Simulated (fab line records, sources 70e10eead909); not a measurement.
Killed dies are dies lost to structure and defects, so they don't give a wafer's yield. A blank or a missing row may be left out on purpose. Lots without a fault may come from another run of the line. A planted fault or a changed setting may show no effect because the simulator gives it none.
Chamber matching | flow nand_harc | NHARC_A_WL_FILL_CMP_12 on cmp-04: 4 sister chambers
The step polishes, t overpolish 30 s, target thk 100 nm. 16 wafers are shown with their chamber, then 8 later ones without.

WAFERS WITH THEIR CHAMBER
wafer  | chamber | motor_current_A (A) | time_to_endpoint_s (s) | overpolish_run_s (s)
L488.1 | 3       | 12.0                | 17.2                   | 29.982
L488.2 | 0       | 11.7                | 18.6                   | 29.997
L488.6 | 2       | 9.7                 | 17.5                   | 30.009
L492.2 | 3       | 12.4                | 19.5                   | 30.013
L492.4 | 2       | 10.6                | 21.1                   | 30.017
L492.6 | 1       | 11.8                | 24.8                   | 29.993
L493.2 | 1       | 12.1                | 24.5                   | 30.005
L493.5 | 3       | 12.9                | 18.1                   | 30.003
L493.6 | 0       | 12.5                | 20.8                   | 29.976
L502.2 | 0       | 12.1                | 21.7                   | 30.022
L502.3 | 3       | 12.5                | 21.6                   | 30.005
L502.6 | 2       | 10.4                | 22.0                   | 29.997
L505.4 | 3       | 12.3                | 16.7                   | 30.005
L505.5 | 2       | 10.2                | 13.5                   | 30.010
L505.6 | 1       | 12.3                | 20.9                   | 30.002
L508.1 | 1       | 12.4                | 24.7                   | 30.002

SIGNATURES (means of the wafers above)
reading            | chamber 0 | chamber 1 | chamber 2 | chamber 3 | scatter within a chamber
motor_current_A    | 12.100    | 12.150    | 10.225    | 12.420    | 0.342
time_to_endpoint_s | 20.367    | 23.725    | 18.525    | 18.620    | 2.52
overpolish_run_s   | 29.99833  | 30.00050  | 30.00825  | 30.00160  | 0.0125
Rule: a wafer's distance from a chamber is the root of the sum, over the readings, of the square of ((its reading less the chamber's mean) divided by the reading's scatter). The wafer belongs to the nearest chamber; if the next one is less than 2 further off, it can't be placed. The scatter: the root of (the sum of the squares of (reading less its chamber's mean) over the shown wafers, divided by (wafers less chambers)).

WAFERS WITHOUT THEIR CHAMBER
wafer  | motor_current_A (A) | time_to_endpoint_s (s) | overpolish_run_s (s)
L508.3 | 10.4                | 19.1                   | 29.990
L508.4 | 12.4                | 18.9                   | 29.989
L509.1 | 12.2                | 19.6                   | 29.998
L509.3 | 12.5                | 20.1                   | 29.996
L509.6 | 10.1                | 21.6                   | 29.980
L510.2 | 11.7                | 21.4                   | 29.991
L510.4 | 12.1                | 24.3                   | 30.005
L510.5 | 12.6                | 23.9                   | 30.004

WHICH CHAMBER EACH WENT THROUGH
wafer  | from the rows above          | in truth
L508.3 | 2                            | 2
L508.4 | can't be placed: 3 or 0 or 1 | 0
L509.1 | can't be placed: 0 or 3 or 1 | 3
L509.3 | can't be placed: 3 or 0 or 1 | 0
L509.6 | 2                            | 2
L510.2 | can't be placed: 0 or 1 or 3 | 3
L510.4 | can't be placed: 1 or 0      | 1
L510.5 | can't be placed: 1 or 0 or 3 | 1
Placed correctly: 2 of 8. Can't be placed from these rows: 6 (the true chamber is among the candidates in 6). Placed wrongly: 0.
